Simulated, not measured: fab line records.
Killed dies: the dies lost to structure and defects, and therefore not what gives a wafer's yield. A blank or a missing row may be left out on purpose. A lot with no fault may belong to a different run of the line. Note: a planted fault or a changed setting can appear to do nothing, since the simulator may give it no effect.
A lot that was struck, set against a sound lot	flow n5Finfet	41 out of 1938 route steps
Sound: these wafers, L225.1, L225.2, L225.5. Struck: wafer L235.1. (L235.2 of the same lot was not struck and is left out.) The cause comes at the end.
For every step that has rows: the tool of each side, followed by ch and its chambers, followed by its first start. Under that, the readings that differ: sound wafers	struck wafers	difference of the means	sigmas: that difference in standard deviations of wafers without a fault.
alike: words and numbers the same on both sides, and readings whose means are apart by under 2 such deviations; not compared: readings that were withheld, readings missing a value for some wafer, numbers with overlapping values and no deviation given by the record, and bounds like >300 which may hide the same value.
The two part at a step that has a row with sigmas, a row that says differs or no value, or rows on one side only. Non-overlapping numbers with no deviation appear without sigmas and do not part them. A reading that every wafer of one side lacks parts them only if that side has two wafers or more.

N5_SD_EPI_N_SD_RECESS_17: chemistry HBr/Cl2/O2, target depth 41 nm, time 23.7 s, bt time 3 s.
  sound on rieSi-06 ch 0,2, day 4 23:13; struck on rieSi-02 ch 2, day 7 06:17
  alike: drypumpMotorCurrentA, oesProductAu, throttleValvePct
  not compared: rfHoursCounterH
then, 5 steps without rows for these wafers: N5_SD_EPI_N_STRIP_38 (strips in N2/H2); N5_SD_EPI_N_WET_ETCH_43 (etches SiO2 in dHF, time 14 s, target depth 1.5 nm); N5_SD_EPI_N_STRIP_18 (strips in SPM, time 750 s); N5_SD_EPI_N_SRD_20 (time 30 s); N5_SD_EPI_N_PRECLEAN_48 (cleans in NF3:NH3, afs cycles 2, time 20 s, sublimation time 60 s).
N5_SD_EPI_N_VAPOR_ETCH_50: etches Si in HCl, time 54 s.
  sound on epiRpcvd-04 ch 0, day 5 00:03; struck on epiRpcvd-01 ch 0, day 7 07:05
  alike: throttleValvePct
then, 1 step without rows for these wafers: N5_SD_EPI_N_EPI_21 (deposits Si:P, time 690 s).
N5_SD_EPI_N_EPI_MEAS_23:
  sound on filmMetro-01, day 5 01:57; struck on filmMetro-02, day 7 08:59
reading	sound	struck	difference	sigmas
thkNm (nm)	60.3 59.5 59.7	56.5	-3.3	-3
then, 3 steps without rows for these wafers: N5_SD_EPI_N_PRECLEAN_24 (cleans in O3/DIW, time 60 s); N5_SD_EPI_N_SRD_25 (time 30 s); N5_SD_EPI_N_PRECLEAN_49 (cleans in NF3:NH3, afs cycles 1, time 20 s, sublimation time 60 s).
N5_SD_EPI_N_LINER_46: material SiNx, target thk 3 nm.
  sound on aldSin-03 ch 0,3, day 5 03:31; struck on aldSin-03 ch 2, day 7 09:29
reading	sound	struck	difference	sigmas
model.SiNx_of_SD_EPI_N_LINER_46.thkNm (nm)	3 3 3	1.8	-1.2	
  alike: heaterPowerW
N5_SD_EPI_N_INSPECT_26: inspects for defects (darkfield).
  sound on defectInspect-01, day 5 03:46; struck on defectInspect-02, day 7 09:44
  alike: rawDefectCount
then, 8 steps without rows for these wafers: N5_SD_EPI_P_COAT_34 (time 60 s, resist thk 350 nm); N5_SD_EPI_P_COAT_35 (time 60 s, resist thk 35 nm); N5_SD_EPI_P_COAT_03 (resist thk 150 nm); N5_SD_EPI_P_EBR_05; N5_SD_EPI_P_SOFTBAKE_04 (time 60 s); N5_SD_EPI_P_EXPOSE_06 (exposes mask SD P BLK, target cd 240 nm); N5_SD_EPI_P_PEB_07 (peb time 60 s); N5_SD_EPI_P_DEVELOP_08 (develop time 30 s).
N5_SD_EPI_P_CD_MEAS_09: target cd 240 nm.
  sound on cdSem-01 ch 0, day 5 04:02; struck on cdSem-02 ch 0, day 7 10:01
  alike: cdNm
N5_SD_EPI_P_OVL_MEAS_10:
  sound on overlay-02 ch 0, day 5 04:04; struck on overlay-02 ch 0, day 7 10:02
  alike: SD_P_BLK_OVL
N5_SD_EPI_P_INSPECT_11: inspects for defects (macro).
  sound on defectInspect-02, day 5 04:06; struck on defectInspect-01, day 7 10:04
reading	sound	struck	difference	sigmas
rawDefectCount	2 1 0	4	+3	+2
N5_SD_EPI_P_DESCUM_14: chemistry O2, time 7.9 s.
  sound on rieDiel-06 ch 0,2,3, day 5 04:08; struck on rieDiel-03 ch 0, day 7 10:06
reading	sound	struck	difference	sigmas
drypumpMotorCurrentA (A)	5.33 5.87 5.57	6.39	+0.80	+3
oesProductAu (a.u.)	0.69 0.79 0.91	0.97	+0.17	+2
  alike: rfVppV, showerheadPlenumPTorr, tempC, throttleValvePct
  not compared: rfHoursCounterH
N5_SD_EPI_P_ETCH_36: etches SiARC in CF4, target depth 45.5 nm, time 75.8 s.
  sound on rieDiel-06 ch 0,2,3, day 5 04:10; struck on rieDiel-03 ch 0, day 7 10:08
reading	sound	struck	difference	sigmas
drypumpMotorCurrentA (A)	5.35 5.87 5.57	6.39	+0.79	+3
oesProductAu (a.u.)	0.61 0.69 0.78	0.84	+0.15	+2
  alike: etchRfOnTimeS, rfVppV, showerheadPlenumPTorr, throttleValvePct
  not compared: rfHoursCounterH
then, 3 steps without rows for these wafers: N5_SD_EPI_P_ETCH_37 (etches SOC in N2/H2, overetch 108 nm, time 486 s); N5_SD_EPI_P_STRIP_38 (strips in N2/H2); N5_SD_EPI_P_ETCHBACK_46 (etches SiNx in CH3F/O2, stops on SiO2, target depth 17.5 nm).
N5_SD_EPI_P_ETCH_47: etches SiOCN in CH3F/O2, target depth 25 nm.
  sound on rieDiel-06 ch 0,2,3, day 5 04:39; struck on rieDiel-03 ch 0, day 7 10:37
reading	sound	struck	difference	sigmas
drypumpMotorCurrentA (A)	5.33 5.89 5.57	6.42	+0.82	+3
  alike: CH3F_flow_sccm, oesProductAu, rfVppV, showerheadPlenumPTorr, throttleValvePct
  not compared: rfHoursCounterH
then, 7 steps without rows for these wafers: N5_SD_EPI_P_ETCH_16 (etches SiO2 in CHF3/O2, target depth 5 nm); N5_SD_EPI_P_STRIP_50 (strips in CHF3/O2); N5_SD_EPI_P_SD_RECESS_17 (chemistry HBr/Cl2/O2, target depth 39.1 nm, bt time 3 s); N5_SD_EPI_P_WET_ETCH_45 (etches SiO2 in dHF, time 10.7 s, target depth 2 nm, rinse time 30 s); N5_SD_EPI_P_STRIP_40 (strips in N2/H2); N5_SD_EPI_P_PRECLEAN_52 (cleans in O3/DIW, time 60 s); N5_SD_EPI_P_SRD_20 (time 30 s).
N5_SD_EPI_P_PRECLEAN_51: cleans in NF3:NH3, afs cycles 1, time 20 s, sublimation time 60 s.
  sound on epiRpcvd-04 ch 0, day 5 05:07; struck on epiRpcvd-04 ch 0, day 7 11:07
reading	sound	struck	difference	sigmas
model.SiNx_of_SD_EPI_N_LINER_46.thkNm (nm)	2.6 2.6 2.6	1.4	-1.2	
then, 1 step without rows for these wafers: N5_SD_EPI_P_VAPOR_ETCH_44 (etches SiGe30 in NF3/Ar, time 3.3 s).
-- record jumps: 10 days separate the struck wafers' starts on either side; left off in module SD_EPI_P, taken up again in module PASSIVATION, whose first shown step is the route's number 1936 --
N5_PASSIVATION_PROBE_49:
  sound on prober-02, day 14 08:10; struck on prober-01, day 17 18:44
  alike: killed_at_M0_to_M3, killed_at_M4_up, killedAtContacts, killedAtFrontEnd, killedAtOther, killedDies, killedOnRim, killedOpen, killedShort

== WHERE THEY PART ==
First at N5_SD_EPI_N_EPI_MEAS_23; last, within this record, at N5_SD_EPI_P_ETCH_47. Later steps at which nothing parts them and some readings are alike: N5_PASSIVATION_PROBE_49.

WHY: what the simulator had put in
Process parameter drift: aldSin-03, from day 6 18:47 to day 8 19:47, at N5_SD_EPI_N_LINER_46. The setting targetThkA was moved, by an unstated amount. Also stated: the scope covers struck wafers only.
